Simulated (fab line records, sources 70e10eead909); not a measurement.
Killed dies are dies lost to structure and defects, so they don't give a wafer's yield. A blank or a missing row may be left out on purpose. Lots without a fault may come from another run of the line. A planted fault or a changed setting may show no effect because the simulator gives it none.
Which tool did it? | flow nand_harc | 11 lots, 33 wafers sampled, at 6 steps of a route of 1159

WHAT THE GAUGES READ, wafer by wafer
NHARC_A_CHANNEL_HOLE_D1_INSPECT_40. Usual: raw_defect_count 57, standard deviation 19.
lot  | measured     | on                | raw_defect_count | flag
L620 | day 8 21:35  | defect_inspect-01 | 61 39 39         |
L619 | day 8 23:40  | defect_inspect-02 | 44 64 45         |
L621 | day 9 01:44  | defect_inspect-02 | 20 43 36         |
L624 | day 9 16:50  | defect_inspect-02 | 36 47 44         |
L622 | day 9 20:25  | defect_inspect-01 | 45 59 47         |
L625 | day 10 00:48 | defect_inspect-02 | 110 110 87       |
L626 | day 10 11:32 | defect_inspect-01 | 68 60 70         |
L627 | day 10 18:40 | defect_inspect-02 | 44 34 73         |
L631 | day 11 15:54 | defect_inspect-02 | 49 38 38         |
L638 | day 13 10:08 | defect_inspect-02 | 58 843 56        | OFF
L639 | day 14 07:03 | defect_inspect-01 | 68 65 816        | OFF

NHARC_END_SORT_01. Usual: killed_at_array 26, standard deviation 10; killed_at_other 0.5, standard deviation 0.87; killed_at_periphery 3.0, standard deviation 2.5; killed_dies 29, standard deviation 11; killed_open 3.3, standard deviation 1.9; killed_short 1.8, standard deviation 1.5.
lot  | measured     | on        | killed_at_array | killed_at_other | killed_at_periphery | killed_dies | killed_open | killed_short | flag
L626 | day 21 13:44 | prober-02 | 27              | 0               | 0                   | 27          | 4           | 2            |
L638 | day 24 06:40 | prober-02 | 9 66 11         | 0 0 0           | 2 3 2               | 11 69 13    | 3 0 3       | 1 5 0        |
L639 | day 24 23:58 | prober-01 | 21 27 67        | 1 1 2           | 6 9 5               | 28 37 74    | 3 4 0       | 3 1 3        |

WHICH TOOL RAN EACH LOT (tool, then ch and the chambers of the sampled wafers, then the start)
lot  | NHARC_A_CHANNEL_HOLE_D1_ETCH_39               | NHARC_A_CHANNEL_HOLE_D1_ETCH_22  | NHARC_A_CHANNEL_HOLE_D1_ETCH_23  | NHARC_A_CHANNEL_FILL_D1_ALD_16
L620 | rie_diel-05 ch 0,1,2, day 8 16:46 or earlier  | har_etch-02 ch 0,1, day 8 16:46  | har_etch-02 ch 0,1, day 8 17:19  | ald_hk-03 ch 0,1,3, day 9 11:11
L619 | rie_diel-08 ch 1,2, day 8 18:49 or earlier    | har_etch-01 ch 0,1, day 8 18:49  | har_etch-01 ch 0,1, day 8 19:23  | ald_hk-03 ch 0,1,2, day 9 11:24
L621 | rie_diel-05 ch 0,2, day 8 21:01 or earlier    | har_etch-02 ch 0,1, day 8 21:01  | har_etch-02 ch 0,1, day 8 21:36  | ald_hk-04 ch 0,1,3, day 9 16:13
L624 | rie_diel-05 ch 0,1,3, day 9 11:50 or earlier  | har_etch-02 ch 0,1, day 9 11:50  | har_etch-02 ch 0,1, day 9 12:25  | ald_hk-04 ch 0,1,2, day 10 08:01
L622 | rie_diel-09 ch 0,3, day 9 15:23 or earlier    | har_etch-01 ch 0, day 9 15:23    | har_etch-01 ch 0, day 9 15:57    | ald_hk-03 ch 0,2, day 10 08:49
L625 | rie_diel-08 ch 0,1,2, day 9 20:08 or earlier  | har_etch-01 ch 0,1, day 9 20:08  | har_etch-01 ch 0,1, day 9 20:46  | ald_hk-02 ch 0,1,3, day 10 13:23
L626 | rie_diel-09 ch 1,2,3, day 10 06:45 or earlier | har_etch-01 ch 0,1, day 10 06:45 | har_etch-01 ch 0,1, day 10 07:21 | ald_hk-04 ch 0,2, day 10 23:58
L627 | rie_diel-08 ch 0,3, day 10 13:49 or earlier   | har_etch-02 ch 0,1, day 10 13:49 | har_etch-02 ch 0,1, day 10 14:22 | ald_hk-04 ch 2,3, day 11 07:11
L631 | rie_diel-09 ch 1,3, day 11 11:13 or earlier   | har_etch-02 ch 0,1, day 11 11:13 | har_etch-02 ch 0,1, day 11 11:49 | ald_hk-02 ch 1,2,3, day 12 04:16
L638 | rie_diel-09 ch 1,2, day 13 05:14 or earlier   | har_etch-02 ch 0,1, day 13 05:14 | har_etch-02 ch 0,1, day 13 05:50 | ald_hk-04 ch 0,1,2, day 13 22:32
L639 | rie_diel-09 ch 1,2,3, day 14 02:23 or earlier | har_etch-02 ch 0,1, day 14 02:23 | har_etch-02 ch 0,1, day 14 03:00 | ald_hk-02 ch 2,3, day 14 19:40
- NHARC_A_CHANNEL_HOLE_D1_ETCH_39: etches the open film in N2/H2, target depth 260 nm, time 325 s.
- NHARC_A_CHANNEL_HOLE_D1_ETCH_22: etches the open film in C4F8/O2/Ar, time 666.7 s, target depth 1600 nm.
- NHARC_A_CHANNEL_HOLE_D1_ETCH_23: etches the open film in C4F8/O2/Ar, time 819 s, target depth 1600 nm.
- NHARC_A_CHANNEL_FILL_D1_ALD_16: deposits SiO2, target thk 1.5 nm, pulse time 10 s, ald cycles 15.

WHAT THE TOOLS THEMSELVES READ (means of the sampled wafers that have a number; where no wafer has one, the mark that the record gives instead)
NHARC_A_CHANNEL_HOLE_D1_ETCH_39. Usual: drypump_motor_current_A 5.6 A, standard deviation 0.43; oes_product_au 0.998 a.u., standard deviation 0.0097; rf_vpp_V 431.2 V, standard deviation 2.6; showerhead_plenum_p_Torr 2.07 Torr, standard deviation 0.09; throttle_valve_pct 14.171 %, standard deviation 0.0096.
lot  | tool        | drypump_motor_current_A (A) | oes_product_au (a.u.) | rf_vpp_V (V) | showerhead_plenum_p_Torr (Torr) | throttle_valve_pct (%) | flag
L620 | rie_diel-05 | 5.8                         | 0.996                 | 431.1        | 2.07                            | 14.167                 |
L619 | rie_diel-08 | 5.9                         | 0.999                 | 426.8        | 1.94                            | 14.177                 |
L621 | rie_diel-05 | 5.7                         | 0.995                 | 433.0        | 2.08                            | 14.161                 |
L624 | rie_diel-05 | 5.9                         | 1.001                 | 432.4        | 2.12                            | 14.169                 |
L622 | rie_diel-09 | 5.5                         | 0.989                 | 432.2        | 2.08                            | 14.174                 |
L625 | rie_diel-08 | 5.7                         | 1.003                 | 427.8        | 1.94                            | 14.166                 |
L626 | rie_diel-09 | 5.5                         | 0.996                 | 433.3        | 2.11                            | 14.174                 |
L627 | rie_diel-08 | 5.5                         | 0.992                 | 427.4        | 1.97                            | 14.172                 |
L631 | rie_diel-09 | 5.3                         | 0.994                 | 433.6        | 2.18                            | 14.168                 |
L638 | rie_diel-09 | 5.5                         | 1.006                 | 430.7        | 2.06                            | 14.174                 |
L639 | rie_diel-09 | 5.5                         | 0.997                 | 431.6        | 2.11                            | 14.165                 |

NHARC_A_CHANNEL_HOLE_D1_ETCH_22. Usual: drypump_motor_current_A 6.0 A, standard deviation 0.47; showerhead_plenum_p_Torr 3.76 Torr, standard deviation 0.073; temp_c -20.01 C, standard deviation 0.1; throttle_valve_pct 32.154 %, standard deviation 0.0094.
lot  | tool        | drypump_motor_current_A (A) | showerhead_plenum_p_Torr (Torr) | temp_c (C) | throttle_valve_pct (%) | flag
L620 | har_etch-02 | 6.2                         | 3.71                            | -20.05     | 32.153                 |
L619 | har_etch-01 | 5.4                         | 3.82                            | -20.11     | 32.152                 |
L621 | har_etch-02 | 6.4                         | 3.75                            | -19.78     | 32.157                 |
L624 | har_etch-02 | 6.2                         | 3.70                            | -19.98     | 32.158                 |
L622 | har_etch-01 | 5.7                         | 3.82                            | -20.18     | 32.153                 |
L625 | har_etch-01 | 5.6                         | 3.82                            | -20.00     | 32.151                 |
L626 | har_etch-01 | 5.4                         | 3.81                            | -20.00     | 32.155                 |
L627 | har_etch-02 | 6.2                         | 3.70                            | -19.96     | 32.147                 |
L631 | har_etch-02 | 6.2                         | 3.70                            | -19.93     | 32.156                 |
L638 | har_etch-02 | 6.4                         | 3.73                            | -19.92     | 32.150                 |
L639 | har_etch-02 | 6.4                         | 3.73                            | -20.06     | 32.153                 |

NHARC_A_CHANNEL_HOLE_D1_ETCH_23. Usual: drypump_motor_current_A 5.9 A, standard deviation 0.47; showerhead_plenum_p_Torr 3.76 Torr, standard deviation 0.073; temp_c -20.01 C, standard deviation 0.1; throttle_valve_pct 32.156 %, standard deviation 0.0094.
lot  | tool        | drypump_motor_current_A (A) | showerhead_plenum_p_Torr (Torr) | temp_c (C) | throttle_valve_pct (%) | flag
L620 | har_etch-02 | 6.2                         | 3.71                            | -20.04     | 32.146                 |
L619 | har_etch-01 | 5.4                         | 3.82                            | -19.93     | 32.158                 |
L621 | har_etch-02 | 6.4                         | 3.75                            | -20.00     | 32.158                 |
L624 | har_etch-02 | 6.2                         | 3.70                            | -20.02     | 32.148                 |
L622 | har_etch-01 | 5.7                         | 3.82                            | -20.07     | 32.156                 |
L625 | har_etch-01 | 5.5                         | 3.82                            | -19.99     | 32.150                 |
L626 | har_etch-01 | 5.4                         | 3.81                            | -20.00     | 32.161                 |
L627 | har_etch-02 | 6.2                         | 3.70                            | -20.06     | 32.156                 |
L631 | har_etch-02 | 6.2                         | 3.69                            | -20.04     | 32.158                 |
L638 | har_etch-02 | 6.4                         | 3.73                            | -20.01     | 32.155                 |
L639 | har_etch-02 | 6.4                         | 3.72                            | -19.97     | 32.151                 |

NHARC_A_CHANNEL_FILL_D1_ALD_16. Usual: heater_power_w 477 W, standard deviation 45; precursor_pulse_height_rel 1.002, standard deviation 0.019; susceptor_temp_C 300.02 C, standard deviation 0.19.
lot  | tool      | heater_power_w (W) | precursor_pulse_height_rel | susceptor_temp_C (C) | flag
L620 | ald_hk-03 | 498                | 1.013                      | 300.15               |
L619 | ald_hk-03 | 468                | 0.999                      | 300.11               |
L621 | ald_hk-04 | 448                | 0.994                      | 300.13               |
L624 | ald_hk-04 | 461                | 1.001                      | 299.87               |
L622 | ald_hk-03 | 473                | 0.987                      | 299.87               |
L625 | ald_hk-02 | 455                | 0.984                      | 300.03               |
L626 | ald_hk-04 | 477                | 1.004                      | 300.06               |
L627 | ald_hk-04 | 483                | 0.992                      | 300.08               |
L631 | ald_hk-02 | 454                | 1.004                      | 300.03               |
L638 | ald_hk-04 | 465                | 1.007                      | 300.04               |
L639 | ald_hk-02 | 441                | 0.999                      | 300.18               |

THE ANSWER, worked out from the rows above alone
Rule: a lot is off if the mean of its wafers that have a number lies more than 3 standard deviations from the usual mean. A lot without any number at a reading at which 4 lots or more have one is off too. The other lots that the step has rows for count as sound. The gauges are gone through in route order, then the tools' own readings, and for those a lot's mean is taken as printed above. The first step at which some lot is off is used, and at that step the reading that is off furthest; a lot without a number counts as furthest.
Off: L638, L639, at NHARC_A_CHANNEL_HOLE_D1_INSPECT_40 (raw_defect_count).
A tool fits if, at a process step before that reading, it ran every lot that is off, and no sound lot after the first of them. The gauges at NHARC_A_CHANNEL_HOLE_D1_INSPECT_40 are tried like those tools. NHARC_A_CHANNEL_HOLE_D1_ETCH_39 gives no start for some lots, so the hours and the order of its lots are those of NHARC_A_CHANNEL_HOLE_D1_ETCH_22. Can't be told from this: 2 tools fit, rie_diel-09 at NHARC_A_CHANNEL_HOLE_D1_ETCH_39, har_etch-02 at NHARC_A_CHANNEL_HOLE_D1_ETCH_22 and NHARC_A_CHANNEL_HOLE_D1_ETCH_23.

WHAT THE SIMULATOR HAD PUT IN
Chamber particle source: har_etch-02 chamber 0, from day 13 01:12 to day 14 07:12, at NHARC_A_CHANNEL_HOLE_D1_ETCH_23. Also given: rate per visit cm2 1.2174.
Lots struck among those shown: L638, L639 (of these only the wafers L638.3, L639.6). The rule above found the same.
